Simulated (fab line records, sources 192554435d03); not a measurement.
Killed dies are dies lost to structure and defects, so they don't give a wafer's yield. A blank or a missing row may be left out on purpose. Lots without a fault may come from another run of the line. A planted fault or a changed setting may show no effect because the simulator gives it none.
Split-lot experiment | flow n5_finfet | 7 lots, 21 wafers read, on a route of 1938 steps

THE SPLIT
At N5_BEOL_M3_TRENCH_ETCH_37 (etches SiOC in C4F6/O2, target depth 55.555 nm, time 29.2 s), the setting source_w was moved away from the recipe's 355 W on 8 of the 21 wafers read, by -17.4% to +14.2%. The other wafers ran this setting at the recipe's value.

FROM THE SPLIT TO THE READING: what the file shows between them, 2 steps
- N5_BEOL_M3_ETCH_41: etches SiCN in CH3F/O2, target depth 29.9 nm, time 52.5 s (also split here: target_depth_a)
- N5_BEOL_M3_STRIP_97: strips in N2/H2, time 10 s

THE READING
trench_depth_nm, in nm, at N5_BEOL_M3_OCD_MEAS_38. Fault-free wafers of this fab line usually give 55.0 nm, standard deviation 1 nm.

wafer  | tool, chamber at the split | source_w as run, W | against the recipe | trench_depth_nm, nm | against lot-mates on the recipe
L076.3 | rie_diel-03, 1             | 355                | recipe             | 54.1                | -
L076.4 | rie_diel-03, 2             | 382.7              | +7.8%              | 56.8                | +2.6
L076.5 | rie_diel-03, 1             | 355                | recipe             | 54.2                | -
L079.1 | rie_diel-05, 0             | 316.8              | -10.8%             | 53.9                | -1.1
L079.5 | rie_diel-05, 0             | 355                | recipe             | 55.4                | -
L079.6 | rie_diel-05, 1             | 355                | recipe             | 54.5                | -
L087.4 | rie_diel-03, 1             | 355                | recipe             | 53.4                | -
L087.5 | rie_diel-03, 0             | 393.4              | +10.8%             | 58.4                | +5.0
L087.6 | rie_diel-03, 2             | 393.4              | +10.8%             | 57.2                | +3.8
L086.1 | rie_diel-05, 1             | 355                | recipe             | 54.4                | -
L086.4 | rie_diel-05, 0             | 355                | recipe             | 56.0                | -
L086.6 | rie_diel-05, 1             | 405.4              | +14.2%             | 58.0                | +2.8
L088.1 | rie_diel-05, 2             | 355                | recipe             | 54.4                | -
L088.5 | rie_diel-05, 0             | 293.3              | -17.4%             | 51.2                | -3.2
L088.6 | rie_diel-05, 3             | 293.3              | -17.4%             | 51.7                | -2.7
L097.1 | rie_diel-05, 2             | 355                | recipe             | 55.1                | -
L097.3 | rie_diel-05, 0             | 355                | recipe             | 55.0                | -
L097.6 | rie_diel-05, 0             | 355                | recipe             | 56.0                | -
L096.1 | rie_diel-04, 2             | 392.3              | +10.5%             | 56.8                | +2.1
L096.2 | rie_diel-04, 3             | 355                | recipe             | 54.0                | -
L096.6 | rie_diel-04, 1             | 355                | recipe             | 55.3                | -

THE FIT
A straight line over all 21 wafers: trench_depth_nm changes by +0.205 nm for each +1% of source_w; r = +0.91; the points scatter about the line by 0.76 nm.
The same after taking each lot's own level away (the mean of its wafers on the recipe; 21 wafers): +0.218 nm for each +1%; r = +0.91; scatter 0.85 nm.
On that fit, the largest move of source_w shifts the reading by 3.8 nm.
The lots' own levels span 53.40 to 55.37 nm, that is 2.0 times the standard deviation above.
So the lot-to-lot level changes the slope little: the two slopes agree.
Check: with one of the wafers moved furthest among these (-17.4%) left out of the fit, the line predicts -3.51 nm for it against its lot-mates. It came out at -3.2 nm against them.

OTHER SPLITS ON THESE WAFERS
These wafers also went through other splits before the reading. Each is held against what the fit with the lots' levels taken away leaves over:
other split on the same wafers              | wafers away from the commonest value | r with trench_depth_nm (lot level and that fit taken away)
N5_BEOL_M0_SAQP_SPACER2_ALD_26 target_thk_a | 6                                    | +0.24
N5_BEOL_M0_SAQP_COAT_87 temp_c              | 12                                   | +0.27
N5_BEOL_M0_ETCH_138 source_w                | 10                                   | +0.18
N5_BEOL_M1_ETCH_70 bias_w                   | 6                                    | +0.30
N5_BEOL_M1_TRENCH_ETCH_37 time_s            | 7                                    | +0.13
N5_BEOL_M2_ALD_98 ald_cycles                | 8                                    | +0.50
N5_BEOL_M3_ETCH_41 target_depth_a           | 8                                    | -0.08

THE WHOLE CHAIN: every reading that the file lists as answering this split, in the file's order
step                      | what it does                                                | reading                                                                   | change (the file's fit)               | r (the file's)
N5_BEOL_M3_TRENCH_ETCH_37 | etches SiOC in C4F6/O2, target depth 55.555 nm, time 29.2 s | BEOL_M3.feature_depth_nm (the simulator's own value, which no gauge read) | +0.221 nm for each +1% of the setting | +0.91
N5_BEOL_M3_TRENCH_ETCH_37 | etches SiOC in C4F6/O2, target depth 55.555 nm, time 29.2 s | etch.depth_nm (the simulator's own value, which no gauge read)            | +0.219 nm for each +1% of the setting | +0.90
N5_BEOL_M3_OCD_MEAS_38    |                                                             | trench_depth_nm                                                           | +0.213 nm for each +1% of the setting | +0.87

THE FILE'S OWN FIT
trench_depth_nm changes by +0.213 nm for each +1% of source_w, r = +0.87.
